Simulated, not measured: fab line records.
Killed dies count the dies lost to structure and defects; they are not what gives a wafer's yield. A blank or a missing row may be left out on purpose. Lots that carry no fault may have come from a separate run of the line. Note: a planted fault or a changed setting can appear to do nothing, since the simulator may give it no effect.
Comparing a struck lot with a sound one ; flow nand-harc ; 14 steps out of a route of 1302
Sound: the wafers L271.2, L271.3, L271.6. Struck: wafer L280.5 (left out: L280.2, L280.6 of the same lot, which were not struck); the cause appears at the end.
Order at every step that has rows: each side's tool, ch and its chambers, its first start. Under that, the readings that differ: sound wafers ; struck wafers ; difference of the means ; sigmas: that difference in standard deviations of wafers without a fault.
alike: words and numbers the same on both sides, and readings whose means are apart by under 2 such deviations; not compared: readings that were withheld, readings missing a value for some wafer, numbers with overlapping values and no deviation given by the record, and bounds like >300 which may hide the same value.
The two part at a step that has a row with sigmas, a row that says differs or no value, or rows on one side only. Non-overlapping numbers with no deviation appear without sigmas and do not part them. A reading that every wafer of one side lacks parts them only if that side has two wafers or more.

first, 8 steps without rows for these wafers: NHARC_A_STAIRCASE_HMDS_210 (time 30 s); NHARC_A_STAIRCASE_COAT_211; NHARC_A_STAIRCASE_SOFTBAKE_212 (time 170 s); NHARC_A_STAIRCASE_EBR_213; NHARC_A_STAIRCASE_EXPOSE_214 (exposes mask STAIR 3); NHARC_A_STAIRCASE_PEB_215 (peb time 130 s); NHARC_A_STAIRCASE_DEVELOP_216 (time 140 s); NHARC_A_STAIRCASE_HARDBAKE_218 (time 140 s).
NHARC_A_STAIRCASE_DESCUM_219: chemistry O2, time 3 s.
  sound on rie-diel-04 ch 0,1,2, day 17 01:20; struck on rie-diel-09 ch 1, day 20 12:06
reading;sound;struck;difference;sigmas
oes-product-au (a.u.);0.998 0.991 0.999;1.012;+0.016;+2
rf-vpp-V (V);57.5 58.3 59.4;56.4;-2.0;-2
  alike: drypump-motor-current-A, showerhead-plenum-p-Torr, throttle-valve-pct
  not compared: rf-hours-counter-h
NHARC_A_STAIRCASE_TRIM_220: chemistry O2, time 211.2 s.
  sound on rie-diel-04 ch 0,3, day 17 01:26; struck on rie-diel-09 ch 1, day 20 12:13
  alike: drypump-motor-current-A, oes-product-au, rf-vpp-V, showerhead-plenum-p-Torr, throttle-valve-pct
  not compared: rf-hours-counter-h
NHARC_A_STAIRCASE_ETCH_221: etches the open film in C4F8/O2, target depth 100 nm, time 40.5 s.
  sound on rie-diel-04 ch 0,1,2; struck on rie-diel-09 ch 0
  alike: oes-product-au, rf-vpp-V
  not compared: rf-hours-counter-h
NHARC_A_STAIRCASE_TRIM_222: chemistry O2, time 211.2 s.
  sound on rie-diel-04 ch 0,1,2, day 17 01:43; struck on rie-diel-09 ch 3, day 20 12:26
reading;sound;struck;difference;sigmas
oes-product-au (a.u.);0.995 1.003 0.991;1.216;+0.220;+26
  alike: drypump-motor-current-A, rf-vpp-V, showerhead-plenum-p-Torr, throttle-valve-pct
  not compared: rf-hours-counter-h
NHARC_A_STAIRCASE_ETCH_223: etches the open film in C4F8/O2, target depth 100 nm, time 40.5 s.
  sound on rie-diel-04 ch 1,2; struck on rie-diel-09 ch 1
  alike: oes-product-au, rf-vpp-V
  not compared: rf-hours-counter-h
-- record jumps: 8 days between struck wafers' starts before vs after; left off in module A_STAIRCASE, resumes in module END, first step shown is number 1302 of the route --
NHARC_END_SORT_01:
  only the struck wafers appear in the record here, on prober-01 ch 0 at day 28 10:27; the sound ones have no rows

## WHERE THEY PART
Last at NHARC_END_SORT_01 as far as this record goes, first at NHARC_A_STAIRCASE_DESCUM_219.

WHY: what had been put in by the simulator
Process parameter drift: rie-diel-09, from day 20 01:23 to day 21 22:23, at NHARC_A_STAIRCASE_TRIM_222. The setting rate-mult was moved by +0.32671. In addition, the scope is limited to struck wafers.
